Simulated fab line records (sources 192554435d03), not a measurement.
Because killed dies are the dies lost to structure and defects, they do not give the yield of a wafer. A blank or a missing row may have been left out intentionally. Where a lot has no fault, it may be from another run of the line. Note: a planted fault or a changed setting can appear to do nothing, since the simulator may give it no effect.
fab line records + flow n5Finfet + part 2 of 2: steps 5 to 6 of 6
[record]
- lots = 24
- wafers = 72
- lastDay = 17
route steps=1938 shown GATE_CUT@470 MOL_CONTACT_COAG@580
lots untouched by any fault: they come from a run of this same line in which no faults occurred
startH: hours from the record's opening day to when the first of the lot's shown wafers began + waitH: time in hours since the lot's previous step + " identical to the entry in the row above + L1.1+2: one row covering several wafers at once + - value missing, or start not given + * or withheld: withheld + < > ~ a bound
route shown NAME@n: a module of which the file shows steps, and the number in the route of the first + usual: average and standard deviation across the fault-free wafers + same: alike in all rows + chamber/n: place in a boat + sites: per-site readings + _std_site: how widely they spread, as a standard deviation + _edge_site: the outer-site mean with the inner-site mean subtracted + radiusMm: for every site, how far away it sits from the centre of the wafer + mask NAME#n: copy n + behind: the most recent tool/chamber to have shaped the wafer + hold: what put the lot on hold/how long, in hours/how the hold closed + device: which transistor (n, p or np) failed to switch + end of line: tests run on the same wafers once the route is complete + a step with no rows: only its recipe + killed: at the first sort, the dies lost to defects and structure; wafer yield is something else + map: per-die view of a wafer (x killed, . not killed, _ where there is no die)
set.NAME: the setting that was run; set.NAME@STEP: the one run at that earlier step + model.NAME: the simulator's own value behind a step, which no gauge read
a sample of lots followed through the steps of the route, with each step as a table and each wafer as a row
services: the hour from which a tool's chamber was out of use, counted from the record's first day as startH (under 0 if before that day), plus the number of hours and why
[[steps]]
[step N5_MOL_CONTACT_COAG_ETCHBACK_132]
[recipe]
- chemistry = CHF3
- target = SiO2
- targetDepthA = 100
- timeS = 6.7
- ionEnergyEv = 200
- pressureMtorr = 30
- sourceW = 610
- biasW = 170
- Ar_flow_sccm = 200
- CHF3_flow_sccm = 50
[usual]
- drypumpMotorCurrentA = 5.6/0.35
- mfcArSccm = 200.0/0.64
- oesProductAu = 0.76/0.073
- rfVppV = 527/13
- showerheadPlenumPTorr = 2.39/0.069
- throttleValvePct = 18.68/0.28
[same]
- timeS = 6.7
| lot.wafer | tool       | chamber | startH | waitH | drypumpMotorCurrentA | mfcArSccm | oesProductAu | rfHoursCounterH | rfVppV | showerheadPlenumPTorr | throttleValvePct |
|-----------|------------|---------|--------|-------|----------------------|-----------|--------------|-----------------|--------|-----------------------|------------------|
| L074.2    | rieDiel-05 | 0       | 98.54  | 0.1   | 5.4                  | 199.4     | 0.77         | 156             | 533    | 2.47                  | 19.00            |
| L074.4    | "          | 3       | "      | "     | 6.5                  | 199.2     | 0.68         | 222             | 530    | 2.28                  | 18.90            |
| L074.5    | "          | 3       | "      | "     | 6.5                  | 199.8     | 0.69         | -               | 530    | 2.28                  | 18.89            |
| L075.3    | rieDiel-01 | 1       | 104.74 | 0.2   | 5.8                  | 200.8     | 0.72         | 174             | 530    | 2.37                  | 18.35            |
| L075.5    | "          | 3       | "      | "     | 5.6                  | 201.1     | 0.72         | -               | 510    | 2.38                  | 19.03            |
| L075.6    | "          | 2       | "      | "     | 5.7                  | 199.3     | 0.71         | -               | 516    | 2.34                  | 19.09            |
| L076.2    | rieDiel-01 | 3       | 110.82 | 0.1   | 5.5                  | 199.4     | 0.72         | 191             | 509    | 2.38                  | 19.01            |
| L076.5    | "          | 1       | "      | "     | 5.8                  | 199.1     | 0.73         | -               | 529    | 2.37                  | 18.35            |
| L076.6    | "          | 2       | "      | "     | 5.7                  | 200.2     | 0.71         | -               | 516    | 2.34                  | 19.12            |
| L077.2    | rieDiel-05 | 1       | 116.67 | 0.1   | 5.6                  | 201.0     | 0.75         | 167             | 545    | 2.45                  | 18.65            |
| L077.4    | "          | 3       | "      | "     | 6.5                  | 200.4     | 0.68         | 231             | 530    | 2.28                  | 18.93            |
| L077.6    | "          | 1       | "      | "     | 5.7                  | 200.5     | 0.74         | -               | 546    | 2.45                  | 18.62            |
| L078.3    | rieDiel-01 | 2       | 126.66 | 0.1   | 5.7                  | 199.1     | 0.71         | 230             | 515    | 2.34                  | 19.13            |
| L078.4    | "          | 3       | "      | "     | 5.6                  | 199.8     | 0.71         | -               | 511    | 2.38                  | 19.03            |
| L078.6    | "          | 2       | "      | "     | 5.7                  | 199.0     | 0.70         | -               | 516    | 2.34                  | 19.10            |
| L079.2    | rieDiel-03 | 1       | 133.26 | 0.1   | 5.7                  | 199.0     | 0.88         | 41              | 533    | 2.40                  | 18.45            |
| L079.3    | "          | 0       | "      | "     | 5.9                  | 200.7     | 0.75         | 158             | 533    | 2.48                  | 18.56            |
| L079.4    | "          | 3       | "      | "     | 5.7                  | 199.3     | 0.83         | 95              | 505    | 2.29                  | 18.19            |
| L080.2    | rieDiel-03 | 2       | 136.21 | 0.1   | 5.0                  | 200.0     | 0.75         | 161             | 525    | 2.37                  | 18.54            |
| L080.4    | "          | 1       | "      | "     | 5.7                  | 200.5     | 0.88         | 42              | 534    | 2.40                  | 18.44            |
| L080.6    | "          | 3       | "      | "     | 5.7                  | 199.7     | 0.82         | -               | 505    | 2.29                  | 18.19            |
| L081.1    | rieDiel-05 | 1       | 143.50 | 0.1   | 5.6                  | 199.5     | 0.74         | 176             | 545    | 2.44                  | 18.66            |
| L081.4    | "          | 1       | "      | "     | 5.6                  | 199.9     | 0.75         | -               | 546    | 2.44                  | 18.66            |
| L081.6    | "          | 0       | "      | "     | 5.4                  | 199.8     | 0.76         | -               | 533    | 2.46                  | 19.03            |
| L082.2    | rieDiel-05 | 3       | 146.66 | 0.1   | 6.5                  | 200.1     | 0.68         | 243             | 530    | 2.27                  | 18.94            |
| L082.5    | "          | 0       | "      | "     | 5.4                  | 200.1     | 0.76         | -               | 534    | 2.46                  | 19.03            |
| L082.6    | "          | 3       | "      | "     | 6.5                  | 200.1     | 0.68         | -               | 529    | 2.27                  | 18.92            |
| L083.3    | rieDiel-03 | 1       | 149.15 | 0.1   | 5.7                  | 200.2     | 0.88         | 47              | 532    | 2.40                  | 18.46            |
| L083.4    | "          | 0       | "      | "     | 5.9                  | 199.4     | 0.76         | 164             | 534    | 2.48                  | 18.56            |
| L083.5    | "          | 0       | "      | "     | 5.9                  | 198.9     | 0.75         | -               | 534    | 2.48                  | 18.57            |
| L084.2    | rieDiel-03 | 3       | 162.12 | 0.1   | 5.6                  | 200.3     | 0.82         | 105             | 503    | 2.28                  | 18.22            |
| L084.4    | "          | 3       | "      | "     | 5.6                  | 200.2     | 0.81         | -               | 504    | 2.28                  | 18.22            |
| L084.6    | "          | 2       | "      | "     | 5.0                  | 200.2     | 0.74         | -               | 524    | 2.37                  | 18.55            |
| L085.1    | rieDiel-01 | 0       | 169.37 | 0.2   | 5.9                  | 199.4     | 0.92         | 12              | 515    | 2.34                  | 18.57            |
| L085.2    | "          | 2       | "      | "     | 5.8                  | 199.8     | 0.70         | 247             | 516    | 2.33                  | 19.14            |
| L085.6    | "          | 3       | "      | "     | 5.5                  | 198.7     | 0.69         | -               | 509    | 2.37                  | 19.07            |
| L087.1    | rieDiel-03 | 2       | 176.27 | 0.1   | 5.0                  | 201.0     | 0.73         | 178             | 526    | 2.37                  | 18.54            |
| L087.5    | "          | 1       | "      | "     | 5.6                  | 200.3     | 0.86         | -               | 533    | 2.40                  | 18.47            |
| L087.6    | "          | 2       | "      | "     | 5.0                  | 200.4     | 0.74         | -               | 523    | 2.37                  | 18.55            |
| L086.2    | rieDiel-01 | 0       | 177.29 | 0.1   | 5.9                  | 200.6     | 0.92         | 16              | 515    | 2.34                  | 18.59            |
| L086.3    | "          | 3       | "      | "     | 5.6                  | 199.5     | 0.69         | 218             | 509    | 2.37                  | 19.06            |
| L086.6    | "          | 3       | "      | "     | 5.5                  | 199.0     | 0.70         | -               | 510    | 2.37                  | 19.07            |
| L088.1    | rieDiel-03 | 2       | 187.46 | 0.1   | 5.0                  | 199.5     | 0.73         | 182             | 523    | 2.37                  | 18.57            |
| L088.2    | "          | 1       | "      | "     | 5.6                  | 200.6     | 0.85         | 63              | 532    | 2.39                  | 18.47            |
| L088.3    | "          | 0       | "      | "     | 5.9                  | 199.5     | 0.74         | 181             | 535    | 2.47                  | 18.59            |
| L089.2    | rieDiel-03 | 0       | 190.58 | 0.8   | 5.9                  | 199.6     | 0.73         | 182             | 535    | 2.47                  | 18.59            |
| L089.4    | "          | 1       | "      | "     | 5.7                  | 199.8     | 0.85         | 65              | 532    | 2.39                  | 18.49            |
| L089.5    | "          | 0       | "      | "     | 5.9                  | 200.0     | 0.74         | -               | 533    | 2.47                  | 18.60            |
| L090.2    | rieDiel-03 | 3       | 194.92 | 0.2   | 5.6                  | 200.1     | 0.81         | 120             | 505    | 2.28                  | 18.24            |
| L090.3    | "          | 0       | "      | "     | 5.9                  | 199.8     | 0.74         | 185             | 534    | 2.47                  | 18.59            |
| L090.6    | "          | 3       | "      | "     | 5.7                  | 200.1     | 0.80         | -               | 505    | 2.28                  | 18.25            |
| L091.2    | rieDiel-05 | 0       | 202.41 | 0.1   | 5.4                  | 200.6     | 0.75         | 196             | 534    | 2.45                  | 19.05            |
| L091.3    | "          | 2       | "      | "     | 5.2                  | 200.3     | 0.71         | 223             | 544    | 2.45                  | 19.08            |
| L091.6    | "          | 1       | "      | "     | 5.6                  | 200.3     | 0.73         | -               | 544    | 2.43                  | 18.71            |
| L092.2    | rieDiel-05 | 0       | 209.56 | 0.1   | 5.4                  | 200.3     | 0.75         | 198             | 535    | 2.45                  | 19.06            |
| L092.3    | "          | 3       | "      | "     | 6.5                  | 200.3     | 1.01         | 2               | 539    | 2.56                  | 18.59            |
| L092.4    | "          | 2       | "      | "     | 5.2                  | 199.6     | 0.70         | 225             | 544    | 2.45                  | 19.08            |
| L093.1    | rieDiel-03 | 1       | 215.76 | 0.2   | 5.6                  | 199.6     | 0.84         | 75              | 532    | 2.39                  | 18.49            |
| L093.2    | "          | 3       | "      | "     | 5.7                  | 200.2     | 0.80         | 129             | 505    | 2.28                  | 18.26            |
| L093.5    | "          | 1       | "      | "     | 5.7                  | 199.4     | 0.84         | -               | 532    | 2.39                  | 18.47            |
| L094.1    | rieDiel-05 | 3       | 222.27 | 0.1   | 6.5                  | 199.6     | 0.99         | 5               | 539    | 2.55                  | 18.60            |
| L094.5    | "          | 1       | "      | "     | 5.6                  | 199.9     | 0.72         | -               | 544    | 2.43                  | 18.71            |
| L094.6    | "          | 0       | "      | "     | 5.4                  | 200.6     | 0.74         | -               | 533    | 2.45                  | 19.08            |
| L095.1    | rieDiel-03 | 3       | 227.07 | 0.1   | 5.6                  | 199.2     | 0.79         | 133             | 504    | 2.27                  | 18.27            |
| L095.3    | "          | 1       | "      | "     | 5.7                  | 200.6     | 0.82         | 79              | 532    | 2.39                  | 18.51            |
| L095.4    | "          | 2       | "      | "     | 5.0                  | 198.6     | 0.73         | 196             | 522    | 2.36                  | 18.60            |
| L096.1    | rieDiel-01 | 2       | 229.67 | 0.1   | 5.7                  | 200.8     | 0.95         | 6               | 516    | 2.33                  | 18.74            |
| L096.3    | "          | 3       | "      | "     | 5.6                  | 199.9     | 0.68         | 235             | 511    | 2.36                  | 19.10            |
| L096.4    | "          | 0       | "      | "     | 5.9                  | 200.8     | 0.88         | 33              | 516    | 2.34                  | 18.60            |
| L097.2    | rieDiel-05 | 0       | 240.30 | 0.1   | 5.4                  | 200.2     | 0.74         | 207             | 533    | 2.45                  | 19.08            |
| L097.4    | "          | 3       | "      | "     | 6.5                  | 201.1     | 0.97         | 11              | 538    | 2.55                  | 18.60            |
| L097.5    | "          | 1       | "      | "     | 5.6                  | 200.7     | 0.73         | -               | 545    | 2.43                  | 18.70            |
[step N5_MOL_CONTACT_COAG_STRIP_96]
[recipe]
- chemistry = N2/H2
- powerW = 500
- tempC = 40
- pressureMtorr = 50
- rfFrequencyHz = 6e+07
- overashFraction = 0.3
- biasPowerW = 28
- h2Frac = 0.5
- n2FlowSccm = 300
- h2FlowSccm = 300
[usual]
- drypumpMotorCurrentA = 5.7/0.35
- oesProductAu = 0.76/0.074
- rfVppV = 122.0/1.2
- showerheadPlenumPTorr = 3.38/0.093
- throttleValvePct = 18.9/0.41
| lot.wafer | tool       | chamber | startH | waitH | drypumpMotorCurrentA | oesProductAu | rfHoursCounterH | rfVppV | showerheadPlenumPTorr | throttleValvePct |
|-----------|------------|---------|--------|-------|----------------------|--------------|-----------------|--------|-----------------------|------------------|
| L074.2    | rieDiel-05 | 0       | 98.77  | 0.0   | 5.4                  | 0.77         | 156             | 122.0  | 3.49                  | 19.6             |
| L074.4    | "          | 3       | "      | "     | 6.5                  | 0.68         | 223             | 120.3  | 3.17                  | 18.9             |
| L074.5    | "          | 3       | "      | "     | 6.5                  | 0.69         | -               | 121.0  | 3.17                  | 18.9             |
| L075.3    | rieDiel-01 | 1       | 104.97 | 0.0   | 5.8                  | 0.73         | 174             | 120.6  | 3.34                  | 18.4             |
| L075.5    | "          | 3       | "      | "     | 5.6                  | 0.72         | -               | 122.8  | 3.34                  | 19.2             |
| L075.6    | "          | 2       | "      | "     | 5.7                  | 0.71         | -               | 122.8  | 3.32                  | 19.4             |
| L076.2    | rieDiel-01 | 3       | 111.04 | 0.0   | 5.6                  | 0.71         | 191             | 120.5  | 3.34                  | 19.3             |
| L076.5    | "          | 1       | "      | "     | 5.8                  | 0.73         | -               | 121.2  | 3.34                  | 18.3             |
| L076.6    | "          | 2       | "      | "     | 5.7                  | 0.70         | -               | 122.4  | 3.32                  | 19.4             |
| L077.2    | rieDiel-05 | 1       | 116.89 | 0.0   | 5.6                  | 0.76         | 167             | 122.4  | 3.45                  | 18.6             |
| L077.4    | "          | 3       | "      | "     | 6.5                  | 0.67         | 232             | 120.5  | 3.16                  | 18.9             |
| L077.6    | "          | 1       | "      | "     | 5.6                  | 0.76         | -               | 122.2  | 3.45                  | 18.5             |
| L078.3    | rieDiel-01 | 2       | 126.89 | 0.0   | 5.8                  | 0.71         | 230             | 122.8  | 3.32                  | 19.4             |
| L078.4    | "          | 3       | "      | "     | 5.6                  | 0.71         | -               | 120.9  | 3.33                  | 19.3             |
| L078.6    | "          | 2       | "      | "     | 5.7                  | 0.71         | -               | 119.1  | 3.32                  | 19.4             |
| L079.2    | rieDiel-03 | 1       | 133.49 | 0.0   | 5.7                  | 0.89         | 41              | 121.4  | 3.42                  | 18.9             |
| L079.3    | "          | 0       | "      | "     | 5.9                  | 0.75         | 158             | 121.3  | 3.49                  | 18.6             |
| L079.4    | "          | 3       | "      | "     | 5.7                  | 0.83         | 95              | 122.3  | 3.27                  | 18.5             |
| L080.2    | rieDiel-03 | 2       | 136.43 | 0.0   | 5.0                  | 0.75         | 161             | 122.4  | 3.37                  | 18.7             |
| L080.4    | "          | 1       | "      | "     | 5.7                  | 0.88         | 42              | 122.3  | 3.42                  | 18.9             |
| L080.6    | "          | 3       | "      | "     | 5.7                  | 0.83         | -               | 120.2  | 3.27                  | 18.5             |
| L081.1    | rieDiel-05 | 1       | 143.72 | 0.0   | 5.6                  | 0.74         | 176             | 122.7  | 3.44                  | 18.5             |
| L081.4    | "          | 1       | "      | "     | 5.6                  | 0.74         | -               | 120.3  | 3.44                  | 18.6             |
| L081.6    | "          | 0       | "      | "     | 5.4                  | 0.76         | -               | 121.6  | 3.48                  | 19.7             |
| L082.2    | rieDiel-05 | 3       | 146.88 | 0.0   | 6.5                  | 0.67         | 243             | 120.7  | 3.16                  | 18.9             |
| L082.5    | "          | 0       | "      | "     | 5.4                  | 0.76         | -               | 121.5  | 3.48                  | 19.7             |
| L082.6    | "          | 3       | "      | "     | 6.5                  | 0.67         | -               | 122.4  | 3.16                  | 18.9             |
| L083.3    | rieDiel-03 | 1       | 149.38 | 0.0   | 5.7                  | 0.87         | 47              | 120.4  | 3.42                  | 18.9             |
| L083.4    | "          | 0       | "      | "     | 5.9                  | 0.74         | 164             | 122.1  | 3.49                  | 18.6             |
| L083.5    | "          | 0       | "      | "     | 5.9                  | 0.75         | -               | 125.2  | 3.49                  | 18.6             |
| L084.2    | rieDiel-03 | 3       | 162.34 | 0.0   | 5.7                  | 0.82         | 105             | 121.7  | 3.26                  | 18.5             |
| L084.4    | "          | 3       | "      | "     | 5.7                  | 0.83         | -               | 122.8  | 3.26                  | 18.5             |
| L084.6    | "          | 2       | "      | "     | 5.0                  | 0.76         | -               | 123.9  | 3.37                  | 18.8             |
| L085.1    | rieDiel-01 | 0       | 169.59 | 0.0   | 5.9                  | 0.92         | 12              | 122.3  | 3.32                  | 18.9             |
| L085.2    | "          | 2       | "      | "     | 5.8                  | 0.69         | 247             | 120.1  | 3.31                  | 19.4             |
| L085.6    | "          | 3       | "      | "     | 5.6                  | 0.69         | -               | 120.6  | 3.32                  | 19.3             |
| L087.1    | rieDiel-03 | 2       | 176.50 | 0.0   | 5.0                  | 0.75         | 178             | 122.1  | 3.37                  | 18.8             |
| L087.5    | "          | 1       | "      | "     | 5.7                  | 0.85         | -               | 121.8  | 3.41                  | 18.9             |
| L087.6    | "          | 2       | "      | "     | 5.1                  | 0.75         | -               | 123.7  | 3.36                  | 18.8             |
| L086.2    | rieDiel-01 | 0       | 177.51 | 0.0   | 5.9                  | 0.92         | 16              | 121.4  | 3.32                  | 18.9             |
| L086.3    | "          | 3       | "      | "     | 5.6                  | 0.70         | 218             | 120.4  | 3.32                  | 19.3             |
| L086.6    | "          | 3       | "      | "     | 5.6                  | 0.69         | -               | 121.4  | 3.32                  | 19.3             |
| L088.1    | rieDiel-03 | 2       | 187.69 | 0.0   | 5.0                  | 0.75         | 182             | 122.1  | 3.36                  | 18.8             |
| L088.2    | "          | 1       | "      | "     | 5.7                  | 0.85         | 63              | 121.5  | 3.41                  | 18.9             |
| L088.3    | "          | 0       | "      | "     | 5.9                  | 0.74         | 181             | 123.9  | 3.48                  | 18.7             |
| L089.2    | rieDiel-03 | 0       | 190.80 | 0.0   | 5.9                  | 0.74         | 182             | 123.2  | 3.48                  | 18.6             |
| L089.4    | "          | 1       | "      | "     | 5.7                  | 0.85         | 65              | 123.0  | 3.41                  | 18.9             |
| L089.5    | "          | 0       | "      | "     | 5.9                  | 0.73         | -               | 123.1  | 3.48                  | 18.6             |
| L090.2    | rieDiel-03 | 3       | 195.14 | 0.0   | 5.7                  | 0.80         | 120             | 121.7  | 3.26                  | 18.6             |
| L090.3    | "          | 0       | "      | "     | 5.9                  | 0.74         | 185             | 121.7  | 3.48                  | 18.6             |
| L090.6    | "          | 3       | "      | "     | 5.7                  | 0.80         | -               | 122.0  | 3.26                  | 18.6             |
| L091.2    | rieDiel-05 | 0       | 202.64 | 0.0   | 5.4                  | 0.75         | 196             | 121.5  | 3.47                  | 19.7             |
| L091.3    | "          | 2       | "      | "     | 5.2                  | 0.71         | 223             | 122.3  | 3.48                  | 19.7             |
| L091.6    | "          | 1       | "      | "     | 5.7                  | 0.73         | -               | 123.6  | 3.43                  | 18.6             |
| L092.2    | rieDiel-05 | 0       | 209.79 | 0.0   | 5.4                  | 0.76         | 198             | 121.9  | 3.47                  | 19.7             |
| L092.3    | "          | 3       | "      | "     | 6.5                  | 1.01         | 2               | 122.1  | 3.56                  | 18.6             |
| L092.4    | "          | 2       | "      | "     | 5.2                  | 0.71         | 225             | 121.3  | 3.48                  | 19.7             |
| L093.1    | rieDiel-03 | 1       | 215.99 | 0.0   | 5.7                  | 0.83         | 75              | 121.9  | 3.40                  | 19.0             |
| L093.2    | "          | 3       | "      | "     | 5.7                  | 0.79         | 129             | 120.8  | 3.25                  | 18.6             |
| L093.5    | "          | 1       | "      | "     | 5.7                  | 0.83         | -               | 122.0  | 3.40                  | 18.9             |
| L094.1    | rieDiel-05 | 3       | 222.49 | 0.0   | 6.5                  | 0.98         | 5               | 122.4  | 3.56                  | 18.6             |
| L094.5    | "          | 1       | "      | "     | 5.6                  | 0.73         | -               | 123.6  | 3.43                  | 18.6             |
| L094.6    | "          | 0       | "      | "     | 5.4                  | 0.74         | -               | 120.6  | 3.47                  | 19.7             |
| L095.1    | rieDiel-03 | 3       | 227.29 | 0.0   | 5.7                  | 0.79         | 134             | 122.9  | 3.25                  | 18.6             |
| L095.3    | "          | 1       | "      | "     | 5.7                  | 0.81         | 79              | 124.0  | 3.40                  | 19.0             |
| L095.4    | "          | 2       | "      | "     | 5.0                  | 0.73         | 196             | 123.2  | 3.35                  | 18.8             |
| L096.1    | rieDiel-01 | 2       | 229.89 | 0.0   | 5.7                  | 0.94         | 6               | 120.3  | 3.30                  | 19.0             |
| L096.3    | "          | 3       | "      | "     | 5.5                  | 0.69         | 235             | 122.2  | 3.31                  | 19.4             |
| L096.4    | "          | 0       | "      | "     | 5.9                  | 0.88         | 33              | 123.0  | 3.31                  | 18.9             |
| L097.2    | rieDiel-05 | 0       | 240.53 | 0.0   | 5.4                  | 0.72         | 208             | 122.6  | 3.47                  | 19.7             |
| L097.4    | "          | 3       | "      | "     | 6.5                  | 0.97         | 11              | 122.1  | 3.55                  | 18.6             |
| L097.5    | "          | 1       | "      | "     | 5.6                  | 0.72         | -               | 120.6  | 3.42                  | 18.6             |
[[services]]
| tool       | chamber | startH | hours | kind   |
|------------|---------|--------|-------|--------|
| rieDiel-02 | -       | 56.17  | 2.8   | pm     |
| rieDiel-01 | -       | 64.71  | 1.3   | repair |
| rieDiel-02 | -       | 73.53  | 0.7   | repair |
| cmp-03     | -       | 79.69  | 0.6   | repair |
| rieDiel-03 | -       | 93.58  | 15.6  | pm     |
| cmp-03     | -       | 101.68 | 1.2   | repair |
| aldSin-03  | -       | 102.03 | 0.7   | repair |
| rieDiel-04 | 0       | 102.72 | 19.0  | repair |
| rieDiel-03 | -       | 128.92 | 2.1   | repair |
| cmp-03     | -       | 129.47 | 6.0   | repair |
| aldSin-03  | 3       | 131.97 | 21.6  | repair |
| rieDiel-05 | 2       | 141.89 | 14.4  | repair |
| rieDiel-05 | 0       | 157.23 | 1.9   | repair |
| rieDiel-03 | 1       | 159.93 | 2.5   | repair |
| rieDiel-05 | -       | 161.75 | 14.6  | pm     |
| rieDiel-03 | -       | 170.76 | 0.3   | repair |
| aldSin-03  | -       | 177.74 | 14.0  | pm     |
| rieDiel-01 | -       | 179.88 | 15.6  | pm     |
| cmp-03     | -       | 185.86 | 5.9   | repair |
| rieDiel-04 | -       | 189.90 | 2.8   | pm     |
| rieDiel-01 | -       | 198.29 | 0.4   | repair |
| cmp-03     | -       | 203.28 | 1.0   | repair |
| cmp-03     | -       | 208.51 | 0.7   | repair |
| rieDiel-04 | 0       | 239.88 | 1.8   | repair |
